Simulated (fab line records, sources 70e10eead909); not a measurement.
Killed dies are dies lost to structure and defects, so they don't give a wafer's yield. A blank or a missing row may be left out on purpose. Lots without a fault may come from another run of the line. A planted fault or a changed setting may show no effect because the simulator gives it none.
A struck lot beside a sound one | flow nand_harc | 29 steps out of a route of 1159
Sound: wafers L618.4, L618.5, L618.6. Struck: wafers L638.1, L638.5. (L638.6 of the same lot was not struck and is left out.) The cause comes at the end.
At each step with rows: each side's tool, then ch and its chambers, then its first start. Under that, the readings that differ: sound wafers | struck wafers | difference of the means | sigmas: that difference in standard deviations of wafers without a fault.
alike: readings whose means differ by less than 2 such deviations, and words and numbers that are the same on both sides. not compared: withheld readings, readings that some wafer has no value for, bounds like >300 that may hide the same value, and numbers for which the record gives no deviation and whose values overlap.
The two part at a step that has a row with sigmas, a row that says differs or no value, or rows on one side only. Numbers that don't overlap but have no deviation are shown without sigmas and don't part them. A reading that every wafer of one side lacks parts them only if that side has two wafers or more.

NHARC_A_CHANNEL_HOLE_D1_OVL_MEAS_11:
  sound on overlay-02, day 8 07:23; struck on overlay-01, day 13 02:48
  reading           | sound       | struck    | difference | sigmas
  overlay_x_nm (nm) | 1.5 1.0 1.1 | -1.0 -1.2 | -2.3       | -3
  alike: overlay_y_nm
NHARC_A_CHANNEL_HOLE_D1_INSPECT_12:
  sound on defect_inspect-01, day 8 07:26; struck on defect_inspect-02, day 13 02:50
  alike: raw_defect_count
then, 1 step without rows for these wafers: NHARC_A_CHANNEL_HOLE_D1_DESCUM_15 (chemistry O2, time 3 s).
NHARC_A_CHANNEL_HOLE_D1_ETCH_38: etches the open film in CF4, target depth 39 nm, time 65 s.
  sound on rie_diel-09 ch 0,1,2, day 8 07:35; struck on rie_diel-09 ch 1, day 13 03:01
  alike: chamber_pressure_mTorr, drypump_motor_current_A, oes_product_au, rf_vpp_V, showerhead_plenum_p_Torr, throttle_valve_pct
  not compared: rf_hours_counter_h
then, 2 steps without rows for these wafers: NHARC_A_CHANNEL_HOLE_D1_ETCH_39 (etches the open film in N2/H2, target depth 260 nm, time 325 s); NHARC_A_CHANNEL_HOLE_D1_ETCH_34 (etches the open film in CF4/CHF3, target depth 154 nm, time 77 s).
NHARC_A_CHANNEL_HOLE_D1_ETCH_16: etches the open film in O2/COS, target depth 3100 nm, time 806 s.
  sound on rie_diel-09 ch 0,3; struck on rie_diel-09 ch 1,2
  alike: chamber_pressure_mTorr, drypump_motor_current_A, oes_product_au, rf_vpp_V, showerhead_plenum_p_Torr, throttle_valve_pct
  not compared: rf_hours_counter_h
NHARC_A_CHANNEL_HOLE_D1_CD_MEAS_18:
  sound on cd_sem-03, day 8 08:37; struck on cd_sem-01, day 13 04:12
  alike: cd_nm
then, 2 steps without rows for these wafers: NHARC_A_CHANNEL_HOLE_D1_ETCH_19 (etches the open film in C4F8/O2/Ar, time 34.5 s); NHARC_A_CHANNEL_HOLE_D1_ETCH_20 (etches the open film in C4F8/O2/Ar, time 361.9 s, target depth 1600 nm).
NHARC_A_CHANNEL_HOLE_D1_ETCH_21: etches the open film in C4F8/O2/Ar, time 514.3 s, target depth 1600 nm.
  sound on har_etch-02 ch 0,1, day 8 09:19; struck on har_etch-02 ch 0, day 13 04:42
  alike: chamber_pressure_mTorr, drypump_motor_current_A, showerhead_plenum_p_Torr, throttle_valve_pct
  not compared: rf_hours_counter_h
then, 1 step without rows for these wafers: NHARC_A_CHANNEL_HOLE_D1_ETCH_22 (etches the open film in C4F8/O2/Ar, time 666.7 s, target depth 1600 nm).
NHARC_A_CHANNEL_HOLE_D1_ETCH_23: etches the open film in C4F8/O2/Ar, time 819 s, target depth 1600 nm.
  sound on har_etch-02 ch 0,1, day 8 10:27; struck on har_etch-02 ch 0, day 13 05:43
  reading                | sound                | struck        | difference | sigmas
  throttle_valve_pct (%) | 32.144 32.141 32.153 | 32.162 32.169 | +0.019     | +2
  alike: chamber_pressure_mTorr, drypump_motor_current_A, showerhead_plenum_p_Torr
  not compared: rf_hours_counter_h
NHARC_A_CHANNEL_HOLE_D1_ETCH_24: etches the open film in C4F8/O2/Ar, time 906.2 s, target depth 1500 nm.
  sound on har_etch-02 ch 0,1, day 8 11:11; struck on har_etch-02 ch 0, day 13 06:25
  alike: chamber_pressure_mTorr, drypump_motor_current_A, showerhead_plenum_p_Torr, throttle_valve_pct
  not compared: rf_hours_counter_h
then, 1 step without rows for these wafers: NHARC_A_CHANNEL_HOLE_D1_ETCH_25 (etches the open film in C4F8/O2/Ar, time 1040.2 s, target depth 1500 nm).
NHARC_A_CHANNEL_HOLE_D1_ETCH_26: etches the open film in C4F8/O2/Ar, time 224.1 s, target depth 300 nm.
  sound on har_etch-02 ch 0,1, day 8 12:32; struck on har_etch-02 ch 0, day 13 08:03
  reading                        | sound                | struck        | difference | sigmas
  chamber_pressure_mTorr (mTorr) | 29.969 30.006 29.942 | 29.997 30.066 | +0.059     | +2
  alike: bias_v, drypump_motor_current_A, showerhead_plenum_p_Torr, throttle_valve_pct
  not compared: rf_hours_counter_h
then, 8 steps without rows for these wafers: NHARC_A_CHANNEL_HOLE_D1_ETCH_33 (etches the open film in C4F8/O2/Ar, time 90 s, target depth 400 nm); NHARC_A_CHANNEL_HOLE_D1_STRIP_41 (strips in N2/H2); NHARC_A_CHANNEL_HOLE_D1_STRIP_42 (strips in CF4/CHF3); NHARC_A_CHANNEL_HOLE_D1_STRIP_43 (strips in O2/COS); NHARC_A_CHANNEL_HOLE_D1_ETCH_44 (etches the open film in CF4/O2, target depth 140 nm, overetch 14 nm, time 77 s); NHARC_A_CHANNEL_HOLE_D1_STRIP_27 (strips in O2); NHARC_A_CHANNEL_HOLE_D1_PRECLEAN_28 (cleans in SC1); NHARC_A_CHANNEL_HOLE_D1_SRD_29.
NHARC_A_CHANNEL_HOLE_D1_CD_MEAS_30:
  sound on cd_sem-03, day 8 14:11; struck on cd_sem-02, day 13 09:57
  alike: cd_nm
then, 1 step without rows for these wafers: NHARC_A_CHANNEL_HOLE_D1_XSEM_31.
NHARC_A_CHANNEL_HOLE_D1_INSPECT_40:
  sound on defect_inspect-02, day 8 14:22; struck on defect_inspect-02, day 13 10:08
  reading          | sound    | struck  | difference | sigmas
  raw_defect_count | 39 61 45 | 783 807 | +747       | +39
then, 1 step without rows for these wafers: NHARC_A_CHANNEL_FILL_D1_PRECLEAN_00 (cleans in SC1).
-- the record jumps here: 11 days lie between the struck wafers' starts before and after (it left off in module A_CHANNEL_FILL_D1 and takes up again in module END, whose first step shown is number 1159 of the route) --
NHARC_END_SORT_01:
  the record has rows for the struck wafers here (prober-02 ch 0, day 24 05:53) and none for the sound ones

WHERE THEY PART
First at NHARC_A_CHANNEL_HOLE_D1_OVL_MEAS_11; last, within this record, at NHARC_END_SORT_01.

WHY: what the simulator had put in
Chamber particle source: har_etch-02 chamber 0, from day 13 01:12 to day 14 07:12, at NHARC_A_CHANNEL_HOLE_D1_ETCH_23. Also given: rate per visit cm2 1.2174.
